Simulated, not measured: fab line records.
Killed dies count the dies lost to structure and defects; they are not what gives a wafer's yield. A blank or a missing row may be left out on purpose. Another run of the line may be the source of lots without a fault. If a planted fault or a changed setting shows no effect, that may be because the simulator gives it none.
Lot-split experiment ; flow n5_finfet ; route with 1938 steps; 7 lots, 21 wafers read

== THE SPLIT ITSELF ==
At N5_BEOL_M0_TRENCH_ETCH_107 (etches SiOC in C4F6/O2, target depth 32.8 nm, time 16.4 s), the setting target_depth_a was moved away from the recipe's 328 angstrom on 7 of the 21 wafers read, by -11.5% to +9.2%. All remaining wafers had this setting at the recipe value.

Reading taken at the split's own step.

== THE READING ==
BEOL_M0.feature_depth_nm (the simulator's own value, which no gauge read), in nm, at N5_BEOL_M0_TRENCH_ETCH_107 (etches SiOC in C4F6/O2, target depth 32.8 nm, time 16.4 s). The file gives no usual value for it. The 14 wafers here that ran the recipe average 32.9 nm, standard deviation 0.34 nm.

wafer;tool, chamber at the split;target_depth_a as run, angstrom;against the recipe;BEOL_M0.feature_depth_nm, nm;against lot-mates on the recipe
L079.1;rie_diel-03, 2;328;recipe;32.4;-
L079.4;rie_diel-03, 1;328;recipe;33.6;-
L079.5;rie_diel-03, 2;328;recipe;32.6;-
L081.2;rie_diel-02, 2;328;recipe;33.2;-
L081.3;rie_diel-02, 0;292.8;-10.7%;29.2;-4.0
L081.6;rie_diel-02, 2;292.8;-10.7%;29.8;-3.4
L083.1;rie_diel-02, 2;328;recipe;33.2;-
L083.3;rie_diel-02, 3;328;recipe;32.8;-
L083.5;rie_diel-02, 0;358.3;+9.2%;35;+2.0
L086.3;rie_diel-03, 0;291.8;-11.0%;29;-4.0
L086.6;rie_diel-03, 0;291.8;-11.0%;29;-4.0
L086.5;rie_diel-03, 2;328;recipe;33;-
L090.1;rie_diel-05, 2;328;recipe;33;-
L090.5;rie_diel-05, 2;328;recipe;33;-
L090.6;rie_diel-05, 3;328;recipe;32.2;-
L091.1;rie_diel-03, 0;328;recipe;32.8;-
L091.2;rie_diel-03, 2;290.2;-11.5%;29.2;-3.6
L091.5;rie_diel-03, 1;290.2;-11.5%;29.4;-3.4
L092.4;rie_diel-03, 2,0;328;recipe;32.8;-
L092.5;rie_diel-03, 2,0;328;recipe;32.8;-
L092.6;rie_diel-03, 1;328;recipe;33.2;-
If several chambers appear in one row, that row covers several wafers at once and the file leaves open which wafer was in which chamber.

FIT RESULTS
A straight line over all 21 wafers: BEOL_M0.feature_depth_nm changes by +0.311 nm for each +1% of target_depth_a; r = +0.98; the points scatter about the line by 0.38 nm.
The same after taking each lot's own level away (the mean of its wafers on the recipe; 21 wafers): +0.316 nm for each +1%; r = +0.98; scatter 0.4 nm.
Per that fit: largest target_depth_a move, reading shift of 3.6 nm.
From 32.73 to 33.20 nm: that is the span of the lots' own levels, equal to 1.4 times the standard deviation above.
So the lot-to-lot level changes the slope little: the two slopes agree.
Check: -3.78 nm against its lot-mates is what the line predicts for one of the wafers moved furthest among these (-11.5%) when that wafer is left out of the fit. It came out at -3.6 nm against them.

== OTHER SPLITS APPLIED TO THESE WAFERS ==
Before the reading, these wafers also passed through other splits. Each is held against what the fit with the lots' levels taken away leaves over:
other split on the same wafers;wafers away from the commonest value;r with BEOL_M0.feature_depth_nm (lot level and that fit taken away)
N5_MOL_CONTACT_COAG_VIA_ETCH_46 bias_w;6;+0.28
N5_BEOL_M0_SAQP_PECVD_96 time_s;7;+0.15

== THE FILE'S OWN FIT ==
BEOL_M0.feature_depth_nm changes by +0.313 nm for each +1% of target_depth_a, r = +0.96.
